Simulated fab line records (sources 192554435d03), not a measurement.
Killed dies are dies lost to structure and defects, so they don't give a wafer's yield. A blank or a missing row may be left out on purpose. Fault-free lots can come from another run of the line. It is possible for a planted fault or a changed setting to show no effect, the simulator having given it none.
What tool caused it? + flow n5Finfet + Sampling: 24 lots, 72 wafers, 6 of 1938 route steps

== WHAT THE GAUGES READ, wafer by wafer ==
N5_ILD0_THK_MEAS_08. Usual: 138.3 nm for thkNm, sd 1.4.
| lot  | measured    | on           | thkNm (nm)        | flag |
|------|-------------|--------------|-------------------|------|
| L074 | day 3 18:17 | filmMetro-02 | 139.2 139.9 141.1 |      |
| L075 | day 4 01:07 | filmMetro-01 | 136.4 137.9 138.4 |      |
| L076 | day 4 08:55 | filmMetro-01 | 138.7 140.7 140.1 |      |
| L077 | day 4 14:34 | filmMetro-02 | 135.9 138.0 137.3 |      |
| L078 | day 4 18:22 | filmMetro-02 | 137.8 139.2 134.6 |      |
| L079 | day 4 21:32 | filmMetro-01 | 138.9 138.8 134.8 |      |
| L080 | day 5 01:13 | filmMetro-01 | 139.4 139.2 139.4 |      |
| L081 | day 5 06:26 | filmMetro-01 | 139.6 139.1 139.3 |      |
| L082 | day 5 12:32 | filmMetro-02 | 137.7 136.7 139.8 |      |
| L083 | day 5 21:07 | filmMetro-01 | 138.1 136.3 139.0 |      |
| L084 | day 6 03:45 | filmMetro-02 | 139.4 137.1 138.1 |      |
| L085 | day 6 14:59 | filmMetro-01 | 137.6 138.5 135.7 |      |
| L086 | day 6 17:41 | filmMetro-02 | 139.8 136.2 138.1 |      |
| L087 | day 6 21:40 | filmMetro-01 | 139.3 139.5 136.4 |      |
| L088 | day 7 04:03 | filmMetro-02 | 138.4 139.2 137.8 |      |
| L089 | day 7 08:58 | filmMetro-02 | 138.7 139.1 138.0 |      |
| L090 | day 7 11:57 | filmMetro-02 | 139.5 138.1 138.7 |      |
| L091 | day 7 18:15 | filmMetro-01 | 138.3 134.4 136.3 |      |
| L092 | day 8 02:22 | filmMetro-02 | 135.7 139.2 138.8 |      |
| L093 | day 8 08:47 | filmMetro-01 | 139.2 137.7 140.6 |      |
| L094 | day 8 15:25 | filmMetro-01 | 137.3 139.9 139.3 |      |
| L095 | day 8 22:07 | filmMetro-01 | 141.0 137.9 141.1 |      |
| L096 | day 9 02:40 | filmMetro-02 | 141.4 138.4 137.8 |      |
| L097 | day 9 08:55 | filmMetro-02 | 138.5 135.0 135.5 |      |

N5_ILD0_THK_MEAS_13. Usual: 17.3 nm for thkNm, sd 1.4.
| lot  | measured    | on           | thkNm (nm)     | flag |
|------|-------------|--------------|----------------|------|
| L074 | day 3 21:29 | filmMetro-01 | 17.1 14.9 17.1 |      |
| L075 | day 4 04:20 | filmMetro-01 | 15.3 18.5 17.2 |      |
| L076 | day 4 13:13 | filmMetro-01 | 18.0 19.1 19.4 |      |
| L077 | day 4 18:08 | filmMetro-02 | 18.5 16.6 16.5 |      |
| L078 | day 4 21:55 | filmMetro-02 | 17.6 15.1 18.2 |      |
| L079 | day 5 00:52 | filmMetro-01 | 14.3 16.0 16.6 |      |
| L080 | day 5 04:26 | filmMetro-01 | 17.3 15.9 16.1 |      |
| L081 | day 5 09:40 | filmMetro-01 | 18.2 17.5 15.3 |      |
| L082 | day 5 15:48 | filmMetro-01 | 17.1 15.2 15.7 |      |
| L083 | day 6 00:29 | filmMetro-01 | 15.5 18.7 19.2 |      |
| L084 | day 6 07:30 | filmMetro-02 | 14.5 19.0 18.8 |      |
| L085 | day 6 18:12 | filmMetro-02 | 15.3 17.5 14.1 |      |
| L086 | day 6 20:53 | filmMetro-01 | 17.5 19.4 17.1 |      |
| L087 | day 7 00:53 | filmMetro-01 | 18.6 15.7 18.8 |      |
| L088 | day 7 07:23 | filmMetro-02 | 16.9 18.8 19.0 |      |
| L089 | day 7 12:11 | filmMetro-01 | 19.0 17.2 19.1 |      |
| L090 | day 7 15:10 | filmMetro-01 | 17.3 17.2 18.2 |      |
| L091 | day 7 21:30 | filmMetro-02 | 17.1 17.4 18.7 |      |
| L092 | day 8 06:02 | filmMetro-02 | 17.1 17.6 15.7 |      |
| L093 | day 8 12:00 | filmMetro-01 | 18.5 18.4 18.5 |      |
| L094 | day 8 18:38 | filmMetro-01 | 17.8 16.3 17.3 |      |
| L095 | day 9 01:23 | filmMetro-01 | 17.8 14.7 17.6 |      |
| L096 | day 9 05:52 | filmMetro-02 | 19.4 17.8 17.0 |      |
| L097 | day 9 12:08 | filmMetro-01 | 18.3 19.2 19.1 |      |

N5_HKMG_FIN_INSPECT_14: inspects for defects (macro). Usual: 2.0 for rawDefectCount, sd 1.6.
| lot  | measured    | on               | rawDefectCount | flag |
|------|-------------|------------------|----------------|------|
| L074 | day 4 07:41 | defectInspect-02 | 2 3 3          |      |
| L075 | day 4 14:06 | defectInspect-01 | 2 2 6          |      |
| L076 | day 4 22:29 | defectInspect-01 | 2 1 1          |      |
| L077 | day 5 05:26 | defectInspect-01 | 1 3 5          |      |
| L078 | day 5 08:41 | defectInspect-02 | 1 3 2          |      |
| L079 | day 5 10:17 | defectInspect-02 | 0 1 1          |      |
| L080 | day 5 14:03 | defectInspect-01 | 1 3 1          |      |
| L081 | day 5 19:58 | defectInspect-01 | 2 1 2          |      |
| L082 | day 6 01:24 | defectInspect-02 | 2 1 6          |      |
| L083 | day 6 10:01 | defectInspect-02 | 5 1 0          |      |
| L084 | day 6 17:45 | defectInspect-02 | 0 1 4          |      |
| L085 | day 7 04:17 | defectInspect-01 | 2 1 1          |      |
| L086 | day 7 07:22 | defectInspect-01 | 1 2 4          |      |
| L087 | day 7 10:48 | defectInspect-02 | 0 1 2          |      |
| L088 | day 7 16:57 | defectInspect-01 | 2 3 1          |      |
| L089 | day 7 21:50 | defectInspect-01 | 0 3 1          |      |
| L090 | day 8 01:41 | defectInspect-01 | 0 2 1          |      |
| L091 | day 8 07:30 | defectInspect-01 | 2 1 3          |      |
| L092 | day 8 15:38 | defectInspect-01 | 2 4 2          |      |
| L093 | day 8 21:13 | defectInspect-01 | 2 1 3          |      |
| L094 | day 9 04:46 | defectInspect-01 | 1 3 0          |      |
| L095 | day 9 11:18 | defectInspect-01 | 1 3 2          |      |
| L096 | day 9 15:31 | defectInspect-02 | 0 0 2          |      |
| L097 | day 9 21:49 | defectInspect-02 | 4 2 3          |      |

== WHICH TOOL RAN EACH LOT (tool, then ch and the chambers of the sampled wafers, then the start) ==
| lot  | N5_ILD0_LINER_00                | N5_SDB_STRIP_22                    | N5_HKMG_FIN_HK_ALD_01          |
|------|---------------------------------|------------------------------------|--------------------------------|
| L074 | aldSin-04 ch 0,2,3, day 3 15:17 | plasmaAsher-02 ch 0,1, day 3 22:25 | aldHk-02 ch 2,3, day 4 03:26   |
| L075 | aldSin-04 ch 0,1,2, day 3 22:07 | plasmaAsher-02 ch 0,1, day 4 05:31 | aldHk-01 ch 0,2,3, day 4 09:40 |
| L076 | aldSin-03 ch 1,2,3, day 4 05:55 | plasmaAsher-02 ch 0,1, day 4 14:09 | aldHk-02 ch 0,1,2, day 4 18:14 |
| L077 | aldSin-04 ch 1,2,3, day 4 11:35 | plasmaAsher-01 ch 1, day 4 19:01   | aldHk-03 ch 2,3, day 5 01:09   |
| L078 | aldSin-03 ch 1,2, day 4 15:14   | plasmaAsher-01 ch 0,1, day 4 22:52 | aldHk-01 ch 0,1, day 5 04:20   |
| L079 | aldSin-03 ch 0,1,3, day 4 18:34 | plasmaAsher-01 ch 0,1, day 5 01:43 | aldHk-02 ch 1,2,3, day 5 06:02 |
| L080 | aldSin-04 ch 0,2,3, day 4 22:07 | plasmaAsher-01 ch 0,1, day 5 05:25 | aldHk-02 ch 0,1,3, day 5 09:33 |
| L081 | aldSin-03 ch 1,3, day 5 03:26   | plasmaAsher-02 ch 0,1, day 5 10:34 | aldHk-02 ch 1,2, day 5 15:35   |
| L082 | aldSin-04 ch 0,3, day 5 09:32   | plasmaAsher-01 ch 0,1, day 5 16:43 | aldHk-03 ch 1,3, day 5 20:55   |
| L083 | aldSin-02 ch 0,1,2, day 5 18:08 | plasmaAsher-01 ch 0,1, day 6 01:26 | aldHk-02 ch 1,2, day 6 05:40   |
| L084 | aldSin-03 ch 0,3, day 6 00:46   | plasmaAsher-01 ch 0,1, day 6 08:30 | aldHk-02 ch 1,3, day 6 13:13   |
| L085 | aldSin-02 ch 1,2, day 6 11:58   | plasmaAsher-01 ch 0,1, day 6 19:08 | aldHk-03 ch 0,2, day 7 00:02   |
| L086 | aldSin-03 ch 0,2,3, day 6 14:41 | plasmaAsher-02 ch 0,1, day 6 21:59 | aldHk-01 ch 0,1,2, day 7 03:06 |
| L087 | aldSin-03 ch 1,2,3, day 6 18:41 | plasmaAsher-02 ch 0,1, day 7 02:11 | aldHk-02 ch 0,1,3, day 7 06:34 |
| L088 | aldSin-03 ch 0,1,3, day 7 01:04 | plasmaAsher-01 ch 0,1, day 7 08:19 | aldHk-03 ch 1,2, day 7 12:26   |
| L089 | aldSin-03 ch 1,2, day 7 05:53   | plasmaAsher-01 ch 0, day 7 13:05   | aldHk-03 ch 0,1,3, day 7 17:16 |
| L090 | aldSin-03 ch 0,2,3, day 7 08:58 | plasmaAsher-01 ch 0,1, day 7 16:04 | aldHk-01 ch 1,3, day 7 21:02   |
| L091 | aldSin-04 ch 1,2,3, day 7 15:16 | plasmaAsher-01 ch 0,1, day 7 22:47 | aldHk-01 ch 1,2,3, day 8 03:10 |
| L092 | aldSin-04 ch 1,2,3, day 7 23:17 | plasmaAsher-02 ch 0,1, day 8 06:50 | aldHk-03 ch 0,2, day 8 11:04   |
| L093 | aldSin-04 ch 1,2,3, day 8 05:48 | plasmaAsher-02 ch 0,1, day 8 12:56 | aldHk-01 ch 0,1,2, day 8 17:04 |
| L094 | aldSin-04 ch 0,2,3, day 8 12:26 | plasmaAsher-01 ch 0,1, day 8 19:32 | aldHk-03 ch 1,2, day 8 23:55   |
| L095 | aldSin-03 ch 0,1,3, day 8 18:14 | plasmaAsher-02 ch 0,1, day 9 02:21 | aldHk-01 ch 1,2,3, day 9 06:54 |
| L096 | aldSin-04 ch 1,2, day 8 23:33   | plasmaAsher-02 ch 0,1, day 9 06:47 | aldHk-02 ch 0,3, day 9 11:04   |
| L097 | aldSin-03 ch 1,2, day 9 05:56   | plasmaAsher-01 ch 0, day 9 13:22   | aldHk-02 ch 2,3, day 9 17:30   |
- N5_ILD0_LINER_00: material SiNx, target thk 4 nm, pulse time 1 s, purge time 2 s.
- N5_SDB_STRIP_22: strips in N2/H2.
- N5_HKMG_FIN_HK_ALD_01: deposits HfO2, target thk 1.6 nm, pulse time 3 s, purge time 3 s.

== WHAT THE TOOLS THEMSELVES READ (means of the sampled wafers that have a number; where no wafer has one, the mark that the record gives instead) ==
N5_ILD0_LINER_00. Usual: heaterPowerW 813 W, standard deviation 110; precursorPulseHeightRel 1.000, standard deviation 0.021.
| lot  | tool      | heaterPowerW (W) | precursorPulseHeightRel | flag |
|------|-----------|------------------|-------------------------|------|
| L074 | aldSin-04 | 704              | 0.987                   |      |
| L075 | aldSin-04 | 781              | 0.991                   |      |
| L076 | aldSin-03 | 803              | 1.011                   |      |
| L077 | aldSin-04 | 775              | 0.985                   |      |
| L078 | aldSin-03 | 847              | 0.987                   |      |
| L079 | aldSin-03 | 850              | 0.992                   |      |
| L080 | aldSin-04 | 713              | 1.008                   |      |
| L081 | aldSin-03 | 741              | 1.015                   |      |
| L082 | aldSin-04 | 671              | 1.011                   |      |
| L083 | aldSin-02 | 825              | 0.970                   |      |
| L084 | aldSin-03 | 903              | 1.011                   |      |
| L085 | aldSin-02 | 857              | 0.976                   |      |
| L086 | aldSin-03 | 882              | 0.992                   |      |
| L087 | aldSin-03 | 818              | 1.001                   |      |
| L088 | aldSin-03 | 831              | 0.987                   |      |
| L089 | aldSin-03 | 893              | 1.003                   |      |
| L090 | aldSin-03 | 886              | 0.995                   |      |
| L091 | aldSin-04 | 771              | 0.994                   |      |
| L092 | aldSin-04 | 763              | 1.018                   |      |
| L093 | aldSin-04 | 773              | 1.015                   |      |
| L094 | aldSin-04 | 712              | 0.997                   |      |
| L095 | aldSin-03 | 807              | 1.008                   |      |
| L096 | aldSin-04 | 809              | 0.985                   |      |
| L097 | aldSin-03 | 843              | 1.003                   |      |

N5_SDB_STRIP_22. Usual: drypumpMotorCurrentA 5.7 A, standard deviation 0.39; heaterPowerW 337 W, standard deviation 22; oesProductAu 0.715 a.u., standard deviation 0.0041; stripTimeToEndpointS 96.4 s, standard deviation 0.43.
| lot  | tool           | drypumpMotorCurrentA (A) | heaterPowerW (W) | oesProductAu (a.u.) | stripTimeToEndpointS (s) | flag |
|------|----------------|--------------------------|------------------|---------------------|--------------------------|------|
| L074 | plasmaAsher-02 | 5.9                      | 365              | 0.716               | 96.6                     |      |
| L075 | plasmaAsher-02 | 6.1                      | 358              | 0.716               | 96.4                     |      |
| L076 | plasmaAsher-02 | 5.9                      | 362              | 0.715               | 96.9                     |      |
| L077 | plasmaAsher-01 | 5.4                      | 337              | 0.714               | 96.8                     |      |
| L078 | plasmaAsher-01 | 5.4                      | 327              | 0.714               | 96.6                     |      |
| L079 | plasmaAsher-01 | 5.4                      | 323              | 0.719               | 96.7                     |      |
| L080 | plasmaAsher-01 | 5.5                      | 321              | 0.713               | 96.8                     |      |
| L081 | plasmaAsher-02 | 6.1                      | 358              | 0.717               | 96.5                     |      |
| L082 | plasmaAsher-01 | 5.4                      | 325              | 0.710               | 96.7                     |      |
| L083 | plasmaAsher-01 | 5.5                      | 321              | 0.717               | 96.6                     |      |
| L084 | plasmaAsher-01 | 5.4                      | 325              | 0.713               | 97.3                     |      |
| L085 | plasmaAsher-01 | 5.5                      | 325              | 0.712               | 96.8                     |      |
| L086 | plasmaAsher-02 | 6.1                      | 360              | 0.711               | 96.4                     |      |
| L087 | plasmaAsher-02 | 5.8                      | 360              | 0.715               | 96.2                     |      |
| L088 | plasmaAsher-01 | 5.5                      | 316              | 0.714               | 96.4                     |      |
| L089 | plasmaAsher-01 | 5.6                      | 309              | 0.716               | 96.5                     |      |
| L090 | plasmaAsher-01 | 5.4                      | 323              | 0.714               | 96.3                     |      |
| L091 | plasmaAsher-01 | 5.4                      | 323              | 0.713               | 96.0                     |      |
| L092 | plasmaAsher-02 | 6.1                      | 352              | 0.716               | 95.9                     |      |
| L093 | plasmaAsher-02 | 6.1                      | 359              | 0.716               | 96.2                     |      |
| L094 | plasmaAsher-01 | 5.4                      | 326              | 0.720               | 96.1                     |      |
| L095 | plasmaAsher-02 | 6.1                      | 356              | 0.714               | 96.3                     |      |
| L096 | plasmaAsher-02 | 6.1                      | 358              | 0.720               | 96.4                     |      |
| L097 | plasmaAsher-01 | 5.5                      | 315              | 0.719               | 96.3                     |      |

N5_HKMG_FIN_HK_ALD_01. Usual: 0.998 for precursorPulseHeightRel, sd 0.019.
| lot  | tool     | precursorPulseHeightRel | flag |
|------|----------|-------------------------|------|
| L074 | aldHk-02 | 1.005                   |      |
| L075 | aldHk-01 | 0.998                   |      |
| L076 | aldHk-02 | 0.981                   |      |
| L077 | aldHk-03 | 1.003                   |      |
| L078 | aldHk-01 | 1.011                   |      |
| L079 | aldHk-02 | 0.994                   |      |
| L080 | aldHk-02 | 1.013                   |      |
| L081 | aldHk-02 | 1.025                   |      |
| L082 | aldHk-03 | 1.004                   |      |
| L083 | aldHk-02 | 1.003                   |      |
| L084 | aldHk-02 | 0.992                   |      |
| L085 | aldHk-03 | 1.001                   |      |
| L086 | aldHk-01 | 1.012                   |      |
| L087 | aldHk-02 | 1.003                   |      |
| L088 | aldHk-03 | 0.992                   |      |
| L089 | aldHk-03 | 0.988                   |      |
| L090 | aldHk-01 | 0.998                   |      |
| L091 | aldHk-01 | 0.996                   |      |
| L092 | aldHk-03 | 0.996                   |      |
| L093 | aldHk-01 | 1.012                   |      |
| L094 | aldHk-03 | 0.984                   |      |
| L095 | aldHk-01 | 0.992                   |      |
| L096 | aldHk-02 | 0.997                   |      |
| L097 | aldHk-02 | 1.005                   |      |

== THE ANSWER, worked out from the rows above alone ==
Rule: a lot counts as off when the mean over its wafers that have a number is more than 3 standard deviations away from the usual mean. A lot without any number at a reading at which 4 lots or more have one is off too. All remaining lots with rows at the step are treated as sound. The gauges are gone through in route order, then the tools' own readings, and for those a lot's mean is taken as printed above. The first step at which some lot is off is used, and at that step the reading that is off furthest; a lot without a number counts as furthest.
No lot is off at any reading shown: from this, nothing can be told.

== WHAT WAS PUT IN BY THE SIMULATOR ==
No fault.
